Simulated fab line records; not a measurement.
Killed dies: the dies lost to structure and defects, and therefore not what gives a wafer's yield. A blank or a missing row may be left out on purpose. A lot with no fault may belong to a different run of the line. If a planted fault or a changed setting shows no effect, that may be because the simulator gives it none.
fab line records    flow nand_harc
record: lots: 6  wafers: 18  last_day: 32
route steps=1302 shown A_STAIRCASE@691 END@1302
lots that met no fault: taken from a fault-free run of the same line
start_h: hours from the record's first day to the start of the lot's first wafer shown    wait_h: hours since the lot's step before    " the same as in the row above    L1.1+2: one row covering several wafers at once    - either no value or no given start    * or withheld: withheld    < > ~ a bound
route shown NAME@n: names a module that has steps shown in the file, with the first one's number in the route    usual: mean and standard deviation over wafers with no fault    same: alike in all rows    chamber/n: place in a boat    sites: each site's reading    _std_site: standard deviation of those values    _edge_site: mean of outer sites minus mean of inner sites    radius_mm: for every site, how far away it sits from the centre of the wafer    mask NAME#n: copy n    behind: tool/chamber where the wafer was last shaped    hold: reason for holding the lot/hours on hold/outcome of the hold    device: which transistor (n, p or np) failed to switch    end of line: at the end of the route, the tests of the same wafers    a step given without rows: its recipe and nothing more    killed: not the wafer's yield, but the dies lost to structure and defects at the first sort    map: dies across one wafer; x = killed, . = not, _ = none there
set.NAME: the run value of the setting; set.NAME@STEP: its run value at that earlier step    model.NAME: the simulator's own value behind a step, which no gauge read
certain route steps with their lots: each step a table, each wafer a row
services: a tool's chamber out of use, with start hour (start_h, from the record's first day; less than 0 if before it), hours out, and reason
== steps ==
step: NHARC_A_STAIRCASE_HMDS_177
recipe: time_s: 30
step: NHARC_A_STAIRCASE_COAT_178
recipe: spin_rpm: 1200
step: NHARC_A_STAIRCASE_SOFTBAKE_179
recipe: temp_c: 135  time_s: 170
step: NHARC_A_STAIRCASE_EBR_180
step: NHARC_A_STAIRCASE_EXPOSE_181
recipe: na: 0.5  dose_mj: 27.87  mask_id: STAIR_2
step: NHARC_A_STAIRCASE_PEB_182
recipe: peb_temp_c: 115  peb_time_s: 130
step: NHARC_A_STAIRCASE_DEVELOP_183
recipe: time_s: 140
step: NHARC_A_STAIRCASE_HARDBAKE_185
recipe: temp_c: 120  time_s: 140
step: NHARC_A_STAIRCASE_DESCUM_186
recipe: time_s: 3  o2_flow_sccm: 200  ar_flow_sccm: 0  bias_power_w: 0  chemistry: O2
step: NHARC_A_STAIRCASE_TRIM_187
recipe: time_s: 211.2  o2_flow_sccm: 500  ar_flow_sccm: 0  bias_w: 0  chemistry: O2
usual: drypump_motor_current_A: 5.6/0.45  oes_product_au: 0.999/0.011  rf_vpp_V: 57.7/0.89  showerhead_plenum_p_Torr: 3.52/0.17  throttle_valve_pct: 17.036/0.0089
lot.wafer  tool         chamber  start_h  wait_h  drypump_motor_current_A  oes_product_au  rf_hours_counter_h  rf_vpp_V  showerhead_plenum_p_Torr  throttle_valve_pct
L434.1     rie_diel-07  3        371.61   0.1     6.2                      1.015           18                  57.6      3.58                      17.060
L434.4     "            0        "        "       5.8                      0.997           18                  56.2      3.37                      17.023
L434.3     "            1        "        "       5.8                      0.994           22                  57.8      3.54                      17.043
L436.2     rie_diel-10  1        377.86   0.1     6.0                      1.009           34                  56.1      3.32                      17.032
L436.1     "            3        "        "       5.0                      0.995           47                  57.3      3.41                      17.027
L436.3     "            0        "        "       6.0                      1.025           46                  57.9      3.78                      17.043
L441.3     rie_diel-10  3        447.72   0.1     5.0                      1.005           3                   56.7      3.40                      17.050
L441.6     "            0        "        "       6.0                      1.006           -                   55.8      3.77                      17.024
L441.5     "            1        "        "       5.9                      1.000           -                   56.5      3.31                      17.048
L444.2     rie_diel-02  2        464.17   0.1     6.0                      0.981           21                  58.1      3.48                      17.034
L444.6     "            2        "        "       6.0                      0.978           -                   57.4      3.48                      17.045
L444.5     "            3        "        "       5.2                      0.986           -                   58.0      3.74                      17.042
L452.3     rie_diel-02  0        551.69   0.1     5.3                      1.004           38                  57.7      3.60                      17.047
L452.5     "            0        "        "       5.3                      1.011           -                   57.9      3.60                      17.050
L452.6     "            1        "        "       5.3                      0.999           -                   58.1      3.72                      17.032
L453.3     rie_diel-02  3        560.14   0.1     5.2                      0.981           55                  58.4      3.72                      17.028
L453.4     "            0        "        "       5.3                      1.009           -                   57.0      3.60                      17.043
L453.6     "            1        "        "       5.3                      0.998           -                   58.7      3.71                      17.046
step: NHARC_A_STAIRCASE_ETCH_188
recipe: target_depth_a: 1000  time_s: 40.5  ion_energy_ev: 400  c4f8_flow_sccm: 20  o2_flow_sccm: 10  ar_flow_sccm: withheld  rf_w: 600  bias_w: 1000  chemistry: C4F8/O2
usual: oes_product_au: 0.937/0.016  rf_vpp_V: 896/6
lot.wafer  tool         chamber  start_h  wait_h  oes_product_au  rf_hours_counter_h  rf_vpp_V
L434.1     rie_diel-07  1        -        -       0.948           22                  898
L434.4     "            2        "        "       0.957           22                  888
L434.3     "            3        "        "       0.946           18                  897
L436.3     rie_diel-10  1        -        -       0.929           34                  889
L436.2     "            2        "        "       0.932           38                  891
L436.1     "            0        "        "       0.943           46                  905
L441.3     rie_diel-10  2        -        -       0.965           3                   892
L441.5     "            0        "        "       0.948           -                   905
L441.6     "            1        "        "       0.948           -                   888
L444.2     rie_diel-02  2        -        -       0.916           21                  893
L444.6     "            2        "        "       0.915           -                   894
L444.5     "            3        "        "       0.921           -                   903
L452.3     rie_diel-02  0        -        -       0.948           38                  899
L452.6     "            1        "        "       0.944           -                   901
L452.5     "            3        "        "       0.921           -                   904
L453.3     rie_diel-02  0        -        -       0.937           40                  898
L453.6     "            0        "        "       0.945           -                   900
L453.4     "            1        "        "       0.930           -                   902
step: NHARC_A_STAIRCASE_TRIM_189
recipe: time_s: 211.2  o2_flow_sccm: 500  ar_flow_sccm: 0  bias_w: 0  chemistry: O2
usual: drypump_motor_current_A: 5.6/0.44  oes_product_au: 0.999/0.012  rf_vpp_V: 57.8/0.91  showerhead_plenum_p_Torr: 3.52/0.17  throttle_valve_pct: 17.037/0.01
lot.wafer  tool         chamber  start_h  wait_h  drypump_motor_current_A  oes_product_au  rf_hours_counter_h  rf_vpp_V  showerhead_plenum_p_Torr  throttle_valve_pct
L434.4     rie_diel-07  0        371.84   -       5.8                      0.985           18                  57.1      3.37                      17.031
L434.1     "            1        "        "       5.8                      0.986           22                  57.8      3.54                      17.041
L434.3     "            2        "        "       6.0                      0.996           22                  57.1      3.33                      17.036
L436.3     rie_diel-10  3        378.09   -       5.0                      0.998           47                  57.9      3.41                      17.043
L436.2     "            0        "        "       6.0                      1.021           46                  59.6      3.78                      17.028
L436.1     "            2        "        "       4.8                      1.022           38                  57.0      3.41                      17.027
L441.3     rie_diel-10  0        447.94   -       6.0                      1.007           3                   57.4      3.77                      17.037
L441.6     "            2        "        "       4.8                      1.004           -                   56.0      3.40                      17.038
L441.5     "            3        "        "       5.0                      0.987           -                   58.0      3.40                      17.032
L444.2     rie_diel-02  3        464.56   -       5.3                      0.976           20                  59.0      3.74                      17.042
L444.6     "            3        "        "       5.2                      0.991           -                   58.0      3.74                      17.039
L444.5     "            0        "        "       5.3                      0.995           -                   59.3      3.62                      17.035
L452.3     rie_diel-02  0        552.43   -       5.3                      1.017           38                  57.7      3.60                      17.028
L452.6     "            3        "        "       5.2                      0.983           -                   59.7      3.72                      17.028
L452.5     "            0        "        "       5.3                      1.002           -                   58.0      3.60                      17.060
L453.3     rie_diel-02  3        560.43   -       5.3                      0.970           56                  59.1      3.72                      17.022
L453.4     "            1        "        "       5.3                      0.997           -                   58.1      3.71                      17.029
L453.6     "            3        "        "       5.2                      0.985           -                   58.0      3.72                      17.041
step: NHARC_A_STAIRCASE_ETCH_190
recipe: target_depth_a: 1000  time_s: 40.5  ion_energy_ev: 400  c4f8_flow_sccm: 20  o2_flow_sccm: 10  ar_flow_sccm: withheld  rf_w: 600  bias_w: 1000  chemistry: C4F8/O2
step: NHARC_A_STAIRCASE_TRIM_191
recipe: time_s: 211.2  o2_flow_sccm: 500  ar_flow_sccm: 0  bias_w: 0  chemistry: O2
step: NHARC_A_STAIRCASE_ETCH_192
recipe: target_depth_a: 1000  time_s: 40.5  ion_energy_ev: 400  c4f8_flow_sccm: 20  o2_flow_sccm: 10  ar_flow_sccm: withheld  rf_w: 600  bias_w: 1000  chemistry: C4F8/O2
usual: oes_product_au: 0.943/0.014  rf_vpp_V: 895/6
lot.wafer  tool         chamber  start_h  wait_h  oes_product_au  rf_hours_counter_h  rf_vpp_V
L434.4     rie_diel-07  2        -        -       0.961           22                  889
L434.1     "            3        "        "       0.940           18                  898
L434.3     "            1        "        "       0.948           23                  896
L436.1     rie_diel-10  1        -        -       0.965           34                  888
L436.3     "            2        "        "       0.964           38                  892
L436.2     "            3        "        "       0.940           47                  892
L441.3     rie_diel-10  1        -        -       0.944           3                   888
L441.6     "            1        "        "       0.952           -                   886
L441.5     "            2        "        "       0.948           -                   893
L444.2     rie_diel-02  0        -        -       0.920           7                   898
L444.6     "            1        "        "       0.940           -                   903
L444.5     "            2        "        "       0.917           -                   892
L452.3     rie_diel-02  0        -        -       0.935           38                  898
L452.5     "            3        "        "       0.922           -                   903
L452.6     "            1        "        "       0.929           -                   902
L453.3     rie_diel-02  0        -        -       0.944           41                  899
L453.4     "            1        "        "       0.946           -                   902
L453.6     "            3        "        "       0.932           -                   903
step: NHARC_A_STAIRCASE_TRIM_193
recipe: time_s: 211.2  o2_flow_sccm: 500  ar_flow_sccm: 0  bias_w: 0  chemistry: O2
step: NHARC_A_STAIRCASE_ETCH_194
recipe: target_depth_a: 1000  time_s: 40.5  ion_energy_ev: 400  c4f8_flow_sccm: 20  o2_flow_sccm: 10  ar_flow_sccm: withheld  rf_w: 600  bias_w: 1000  chemistry: C4F8/O2
usual: oes_product_au: 0.941/0.014  rf_vpp_V: 896/5.9
lot.wafer  tool         chamber  start_h  wait_h  oes_product_au  rf_hours_counter_h  rf_vpp_V
L434.3     rie_diel-07  1        -        -       0.935           23                  896
L434.1     "            2        "        "       0.966           22                  891
L434.4     "            3        "        "       0.938           18                  898
L436.1     rie_diel-10  3        -        -       0.936           47                  892
L436.3     "            0        "        "       0.963           46                  906
L436.2     "            1        "        "       0.957           34                  888
L441.3     rie_diel-10  2        -        -       0.949           3                   891
L441.5     "            3        "        "       0.934           -                   893
L441.6     "            0        "        "       0.953           -                   904
L444.2     rie_diel-02  2        -        -       0.921           22                  895
L444.5     "            3        "        "       0.935           -                   903
L444.6     "            0        "        "       0.928           -                   899
L452.3     rie_diel-02  3        -        -       0.918           53                  903
L452.5     "            0        "        "       0.930           -                   898
L452.6     "            1        "        "       0.944           -                   903
L453.3     rie_diel-02  0        -        -       0.940           41                  898
L453.6     "            1        "        "       0.934           -                   904
L453.4     "            3        "        "       0.921           -                   903
step: NHARC_A_STAIRCASE_TRIM_196
recipe: time_s: 211.2  o2_flow_sccm: 500  ar_flow_sccm: 0  bias_w: 0  chemistry: O2
step: NHARC_A_STAIRCASE_ETCH_197
recipe: target_depth_a: 1000  time_s: 40.5  ion_energy_ev: 400  c4f8_flow_sccm: 20  o2_flow_sccm: 10  ar_flow_sccm: withheld  rf_w: 600  bias_w: 1000  chemistry: C4F8/O2
step: NHARC_A_STAIRCASE_TRIM_198
recipe: time_s: 211.2  o2_flow_sccm: 500  ar_flow_sccm: 0  bias_w: 0  chemistry: O2
step: NHARC_A_STAIRCASE_ETCH_199
recipe: target_depth_a: 1000  time_s: 40.5  ion_energy_ev: 400  c4f8_flow_sccm: 20  o2_flow_sccm: 10  ar_flow_sccm: withheld  rf_w: 600  bias_w: 1000  chemistry: C4F8/O2
usual: oes_product_au: 0.945/0.017  rf_vpp_V: 895/5.8
lot.wafer  tool         chamber  start_h  wait_h  oes_product_au  rf_hours_counter_h  rf_vpp_V
L434.3     rie_diel-07  0        -        -       0.934           19                  891
L434.1     "            1        "        "       0.936           23                  896
L434.4     "            2        "        "       0.958           23                  889
L436.3     rie_diel-07  0        -        -       0.935           21                  891
L436.2     "            2        "        "       0.939           26                  888
L436.1     "            3        "        "       0.945           21                  898
L441.3     rie_diel-02  3        -        -       0.945           12                  904
L441.5     "            2        "        "       0.942           -                   893
L441.6     "            3        "        "       0.935           -                   903
L444.2     rie_diel-10  1        -        -       0.943           10                  888
L444.5     "            2        "        "       0.972           -                   891
L444.6     "            3        "        "       0.946           -                   892
L452.3     rie_diel-10  3        -        -       0.943           42                  889
L452.5     "            1        "        "       0.940           -                   886
L452.6     "            2        "        "       0.946           -                   890
L453.3     rie_diel-02  0        -        -       0.941           41                  899
L453.4     "            1        "        "       0.947           -                   903
L453.6     "            3        "        "       0.918           -                   903
step: NHARC_A_STAIRCASE_TRIM_200
recipe: time_s: 211.2  o2_flow_sccm: 500  ar_flow_sccm: 0  bias_w: 0  chemistry: O2
step: NHARC_A_STAIRCASE_ETCH_201
recipe: target_depth_a: 1000  time_s: 40.5  ion_energy_ev: 400  c4f8_flow_sccm: 20  o2_flow_sccm: 10  ar_flow_sccm: withheld  rf_w: 600  bias_w: 1000  chemistry: C4F8/O2
step: NHARC_A_STAIRCASE_TRIM_202
recipe: time_s: 211.2  o2_flow_sccm: 500  ar_flow_sccm: 0  bias_w: 0  chemistry: O2
step: NHARC_A_STAIRCASE_ETCH_203
recipe: target_depth_a: 1000  time_s: 40.5  ion_energy_ev: 400  c4f8_flow_sccm: 20  o2_flow_sccm: 10  ar_flow_sccm: withheld  rf_w: 600  bias_w: 1000  chemistry: C4F8/O2
step: NHARC_A_STAIRCASE_STRIP_205
recipe: power_w: 1500  temp_c: 250  chemistry: O2
step: NHARC_A_STAIRCASE_STRIP_206
recipe: time_s: 900  temp_c: 130  chemistry: SPM
step: NHARC_A_STAIRCASE_PRECLEAN_207
recipe: time_s: *  temp_c: 50  bath_age_min: 0  chemistry: SC1
step: NHARC_A_STAIRCASE_SRD_208
step: NHARC_A_STAIRCASE_DEHYDRATE_209
recipe: temp_c: 150  time_s: 120
step: NHARC_A_STAIRCASE_HMDS_210
recipe: time_s: 30
step: NHARC_A_STAIRCASE_COAT_211
recipe: spin_rpm: 1200
step: NHARC_A_STAIRCASE_SOFTBAKE_212
recipe: temp_c: 135  time_s: 170
step: NHARC_A_STAIRCASE_EBR_213
step: NHARC_A_STAIRCASE_EXPOSE_214
recipe: na: 0.5  dose_mj: 31.26  mask_id: STAIR_3
step: NHARC_A_STAIRCASE_PEB_215
recipe: peb_temp_c: 115  peb_time_s: 130
step: NHARC_A_STAIRCASE_DEVELOP_216
recipe: time_s: 140
step: NHARC_A_STAIRCASE_HARDBAKE_218
recipe: temp_c: 120  time_s: 140
step: NHARC_END_SORT_01
recipe: temp_c: 25
usual: killed_at_array: 57/18  killed_at_other: 0.8/1  killed_at_periphery: 3.9/2.8  killed_dies: 62/18  killed_open: 3.4/1.8  killed_short: 2.2/1.6
same: gross_dies: 677
lot.wafer  tool       chamber  start_h  wait_h  killed_at_array  killed_at_other  killed_at_periphery  killed_dies  killed_open  killed_short
L452.3     prober-01  0        758.28   3.1     138              2                1                    141          2            1
L452.5     prober-01  0        759.86   3.7     145              0                3                    148          2            1
L452.6     prober-01  0        760.65   3.9     150              1                3                    154          1            1
L453.3     prober-02  0        777.31   3.1     143              3                2                    148          2            2
L453.4     prober-02  0        778.12   3.5     132              2                5                    139          5            6
L453.6     prober-02  0        779.76   4.1     143              0                5                    148          3            4
killed by level:class
L452.3 A_STAIRCASE:unspecified=92 A_CHANNEL_HOLE_D1:chamber_film_flake=29 A_CONTACT:chamber_film_flake=5 A_SLIT:chamber_film_flake=3 A_CHANNEL_FILL_D2:geometric_particle:open=2 A_STAIRCASE:chamber_film_flake=2 THIN_TSV:chamber_film_flake=2 A_BLC:geometric_particle:short=1
L452.5 A_STAIRCASE:unspecified=98 A_CHANNEL_HOLE_D1:chamber_film_flake=33 A_SLIT:chamber_film_flake=4 P_GATE:chamber_film_flake=2 A_CONTACT:chamber_film_flake=2 A_BONDPAD:chamber_film_flake=2 A_CHANNEL_FILL_D1:geometric_particle:open=1 A_DECK1_JOINT:geometric_particle:short=1
L452.6 A_STAIRCASE:unspecified=96 A_CHANNEL_HOLE_D1:chamber_film_flake=33 A_CONTACT:chamber_film_flake=11 A_SLIT:chamber_film_flake=4 P_M2:chamber_film_flake=2 A_BLC:geometric_particle:short=1 A_M0:geometric_particle:open=1 P_GATE:chamber_film_flake=1
L453.3 A_STAIRCASE:unspecified=100 A_SLIT:chamber_film_flake=21 A_CHANNEL_HOLE_D1:chamber_film_flake=13 THIN_TSV:chamber_film_flake=3 A_CHANNEL_FILL_D2:chamber_film_flake=2 A_STAIRCASE:chamber_film_flake=2 A_SOURCE_PLATE:geometric_particle:short=1 A_CHANNEL_HOLE_D1:geometric_particle:short=1
L453.4 A_STAIRCASE:unspecified=85 A_SLIT:chamber_film_flake=21 A_CHANNEL_HOLE_D1:chamber_film_flake=10 A_CHANNEL_FILL_D2:chamber_film_flake=4 A_WL_FILL:geometric_particle:short=2 P_GATE:chamber_film_flake=2 THIN_TSV:chamber_film_flake=2 P_GATE:geometric_particle:open=1
L453.6 A_STAIRCASE:unspecified=95 A_SLIT:chamber_film_flake=25 A_CHANNEL_HOLE_D1:chamber_film_flake=7 P_GATE:chamber_film_flake=3 A_STAIRCASE:chamber_film_flake=3 A_M0:geometric_particle:open=2 A_CHANNEL_FILL_D2:chamber_film_flake=2 A_CONTACT:chamber_film_flake=2
map L452.6 (x killed, . not)
____________.____________
_________.....xx_________
_______.........x._______
______........xx...______
_____............x.._____
____.................____
____..........x..x...____
___...................___
___...x...x...xx......___
__.....xxx............x__
__...xxxx.xx...........__
_...xxxxxxx.xx.........._
_...xxxxxxxx............_
_.x.xxxxxxx............._
_...xxxxxxxx............_
_...xxxxxxxxx..........._
....xxxxxxxxx............
....xxxxxxxxx.x..........
...xxxxxxxxxx....x.......
.....xxxxxx..............
....x..xxxxx...........x.
_...xxxx................_
_......................._
_..........x......x....x_
_..................x.x.._
_................x.xx..x_
__.............xxxxxx..__
__..............xxxxx..__
___.............xxxxxx___
___......x........xxx.___
____.......x....xxxxx____
____...........xxxxxx____
_____............x.._____
______.............______
_______..........._______
_________......._________
____________.____________
map L453.3 (x killed, . not)
____________x____________
_________xx.x..._________
_______xxx........_______
______..xxxx.......______
_____.x.xx.x........_____
____..xx.x.x.........____
____....x...x........____
___...................___
___....x.x............___
__....xxxxx............__
__..xxxxxxxx.......x...__
_..xxxxxxxxxx.x........._
_...xxxxxxxxx..........._
_....xxxxxxx............_
_...xxxxxxxx.........x.._
_..xxxxxxxxxx........x.._
..x.xxxxxxxx.....x...x.x.
.....xxxxxxxx......x..x..
....xxxxxxxxx.........xx.
.....xxxxxx.......x.xx...
....x..xxx.x.............
_...x.x.xx..x..........._
_....x..x...........x..._
_...................x..._
_.............x.....x..._
_.........x............._
__.....................__
__.....................__
___...................___
___............x......___
____....x............____
____........x.....x..____
_____..............._____
______.x...........______
_______..........._______
_________......._________
____________.____________
== services ==
tool         chamber  start_h  hours  kind
rie_diel-10  1        347.86   7.4    repair
rie_diel-02  0        349.40   -      clean
rie_diel-02  1        349.40   -      clean
rie_diel-02  2        349.40   -      clean
rie_diel-02  3        349.40   -      clean
rie_diel-02  0        373.90   -      clean
rie_diel-02  1        373.90   -      clean
rie_diel-02  2        373.90   -      clean
rie_diel-02  3        373.90   -      clean
rie_diel-02  -        394.69   9.0    pm
rie_diel-02  0        394.69   9.0    vent_cycle
rie_diel-10  -        420.51   9.0    pm
rie_diel-02  0        421.82   34.6   repair
rie_diel-07  -        432.78   0.3    repair
rie_diel-10  -        461.80   3.5    repair
rie_diel-02  1        466.26   16.5   repair
rie_diel-07  -        472.53   9.0    pm
rie_diel-02  1        500.29   7.4    repair
rie_diel-02  2        503.14   1.3    repair
rie_diel-07  0        503.72   12.5   repair
rie_diel-07  3        521.53   16.0   repair
rie_diel-02  0        539.74   2.6    repair
rie_diel-02  2        541.20   28.6   repair
rie_diel-02  -        559.32   0.6    repair
== key ==
first_sign: step: NHARC_END_SORT_01  reading: killed_dies  direction: up  sigmas: 4.7  usual: 62  struck: 146
effect: step: NHARC_END_SORT_01  reading: killed_at_array  direction: up  sigmas: 4.7  usual: 57  struck: 142
more_kills_born_at: NHARC_A_STAIRCASE_TRIM_189@rie_diel-02: 563
met_at NHARC_A_STAIRCASE_TRIM_189
struck_wafers L452.3,L452.5,L452.6,L453.3,L453.4,L453.6
tester_left_out L452,L453
onset_between 464.56 552.43
also_fits time
fault: kind: chamber_particle_source  tool: rie_diel-02  chamber: -  onset_h: 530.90  steps: NHARC_A_STAIRCASE_TRIM_189  rate_per_visit_cm2: 1.3051  end_h: 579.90
tester_left_out: of these lots the tester's yield and bins aren't shown, on N5 and GAA mostly nor the transistor test; their killed dies are dies lost to structure and defects alone, not to doping, threshold or leakage, so they don't give the yield
